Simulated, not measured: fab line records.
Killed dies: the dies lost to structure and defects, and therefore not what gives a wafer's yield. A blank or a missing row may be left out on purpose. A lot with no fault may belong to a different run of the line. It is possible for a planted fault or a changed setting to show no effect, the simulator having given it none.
Comparing a struck lot with a sound one / flow nand_harc / 26 steps out of a route of 1159
Sound: these wafers, L450.2, L450.5, L450.6. Wafers struck: L463.1, L463.4, L463.6. The cause comes at the end.
At each step with rows: each side's tool, then ch and its chambers, then its first start. Under that, the readings that differ: sound wafers / struck wafers / difference of the means / sigmas: that difference in standard deviations of wafers without a fault.
alike: readings with means less than 2 such deviations apart, plus words and numbers identical on both sides. not compared: withheld readings, readings lacking a value on some wafer, bounds such as >300 that could conceal the same value, and numbers that have no deviation in the record and whose values overlap.
Wherever a step has rows on one side only, a row that says differs or no value, or a row with sigmas, the two part there. Numbers that don't overlap but have no deviation are shown without sigmas and don't part them. Lack of a reading on every wafer of one side parts them only where that side has two or more wafers.

first, 5 steps without rows for these wafers: NHARC_P_GATE_STRIP_15 (strips in SPM, time 780 s); NHARC_P_GATE_PRECLEAN_71 (cleans in SC1); NHARC_P_GATE_SRD_72; NHARC_P_GATE_OXIDE_16 (material SiO2, target thk 3 nm, ox time 392 s); NHARC_P_GATE_CVD_17 (deposits poly-Si, target thk 150 nm, time 900 s).
NHARC_P_GATE_HM_DEP_102: deposits aC, target thk 120 nm.
  sound on acl_dep-01 ch 0, day 4 09:44; struck on acl_dep-01 ch 0, day 7 19:58
  alike: throttle_valve_pct
then, 6 steps without rows for these wafers: NHARC_P_GATE_DEP_103 (deposits SiON, target thk 30 nm); NHARC_P_GATE_DEHYDRATE_18 (time 120 s); NHARC_P_GATE_HMDS_19 (time 30 s); NHARC_P_GATE_COAT_20 (resist thk 90 nm); NHARC_P_GATE_SOFTBAKE_21 (time 55 s); NHARC_P_GATE_EBR_22.
NHARC_P_GATE_EXPOSE_23: exposes mask P GATE, target cd 120 nm.
  sound on arfi_scanner-01 ch 0, day 4 10:50; struck on arfi_scanner-02 ch 0, day 7 21:02
reading=mask; sound=P_GATE#0 P_GATE#0 P_GATE#0; struck=P_GATE_R1#0 P_GATE_R1#0 P_GATE_R1#0; difference=differs; sigmas=
then, 2 steps without rows for these wafers: NHARC_P_GATE_PEB_24 (peb time 65 s); NHARC_P_GATE_DEVELOP_25 (develop time 35 s).
NHARC_P_GATE_CD_MEAS_26: the cd target is 120 nm.
  sound on cd_sem-03 ch 0, day 4 10:58; struck on cd_sem-02 ch 0, day 7 21:10
reading=cd_nm (nm); sound=119.8 120.7 119.8; struck=105.3 106.9 105.7; difference=-14.1; sigmas=-21
NHARC_P_GATE_OVL_MEAS_27:
  sound on overlay-02, day 4 11:03; struck on overlay-01, day 7 21:16
  alike: overlay_x_nm, overlay_y_nm
NHARC_P_GATE_INSPECT_28:
  sound on defect_inspect-02, day 4 11:05; struck on defect_inspect-02, day 7 21:18
  alike: raw_defect_count
NHARC_P_GATE_DESCUM_31: chemistry O2, time 3 s.
  sound on rie_diel-05 ch 1,2, day 4 11:09; struck on rie_diel-02 ch 2,3, day 7 21:28
reading=oes_product_au (a.u.); sound=0.981 0.984 1.000; struck=1.000 1.021 1.018; difference=+0.025; sigmas=+3
reading=showerhead_plenum_p_Torr (Torr); sound=1.81 1.81 1.83; struck=1.97 2.02 2.02; difference=+0.19; sigmas=+2
reading=model.P_GATE.cd_nm (nm); sound=119.2 120.1 119.4; struck=106.1 106.4 105.4; difference=-13.6; sigmas=
  alike: drypump_motor_current_A, rf_vpp_V, throttle_valve_pct
  not compared: rf_hours_counter_h
NHARC_P_GATE_ETCH_104: etches the open film in CF4/CHF3, target depth 60 nm.
  sound on rie_diel-05 ch 0,1, day 4 11:14; struck on rie_diel-02 ch 1,2, day 7 21:35
  alike: drypump_motor_current_A, oes_product_au, rf_vpp_V, showerhead_plenum_p_Torr, throttle_valve_pct
NHARC_P_GATE_HM_OPEN_105: chemistry O2/COS, target depth 360 nm.
  sound: rie_diel-05 ch 1,2,3; struck: rie_diel-02 ch 0,3
  alike: drypump_motor_current_A, oes_product_au, rf_vpp_V, showerhead_plenum_p_Torr, throttle_valve_pct
  not compared: rf_hours_counter_h
then, 1 step without rows for these wafers: NHARC_P_GATE_STRIP_106 (strips in O2/COS).
NHARC_P_GATE_ETCH_114: etches the open film in CF4/O2, target depth 30 nm, overetch 3 nm, time 16.5 s.
  sound: rie_diel-05 ch 0,1; struck: rie_diel-02 ch 2,3
reading=showerhead_plenum_p_Torr (Torr); sound=1.26 1.26 1.26; struck=1.40 1.38 1.38; difference=+0.13; sigmas=+2
  alike: drypump_motor_current_A, oes_product_au, rf_vpp_V, throttle_valve_pct
  not compared: rf_hours_counter_h
NHARC_P_GATE_ETCH_32: etches the open film in HBr/Cl2, target depth 150 nm, time 100.1 s.
  sound on rie_si-02 ch 0,3, day 4 11:37; struck on rie_si-03 ch 2,3, day 7 22:00
reading=model.P_GATE.cd_nm (nm); sound=117.4 118.6 124.4; struck=106 106.7 104.4; difference=-14; sigmas=
  alike: drypump_motor_current_A, oes_product_au, throttle_valve_pct
  not compared: rf_hours_counter_h
NHARC_P_GATE_STRIP_108: strips in O2.
  sound on rie_diel-05 ch 1,2,3, day 4 11:49; struck on rie_diel-02 ch 0,1,3, day 7 22:14
  alike: drypump_motor_current_A, oes_product_au, rf_vpp_V, showerhead_plenum_p_Torr, throttle_valve_pct
  not compared: rf_hours_counter_h
-- jump in the record: it breaks off in module P_GATE and resumes in module END (first step shown: number 1159 of the route), and 14 days separate the struck wafers' starts before and after --
NHARC_END_SORT_01:
  the record has rows for the struck wafers here (prober-02 ch 0, day 22 02:35) and none for the sound ones

## WHERE THEY PART
Last at NHARC_END_SORT_01 as far as this record goes, first at NHARC_P_GATE_EXPOSE_23.

WHY: what had been put in by the simulator
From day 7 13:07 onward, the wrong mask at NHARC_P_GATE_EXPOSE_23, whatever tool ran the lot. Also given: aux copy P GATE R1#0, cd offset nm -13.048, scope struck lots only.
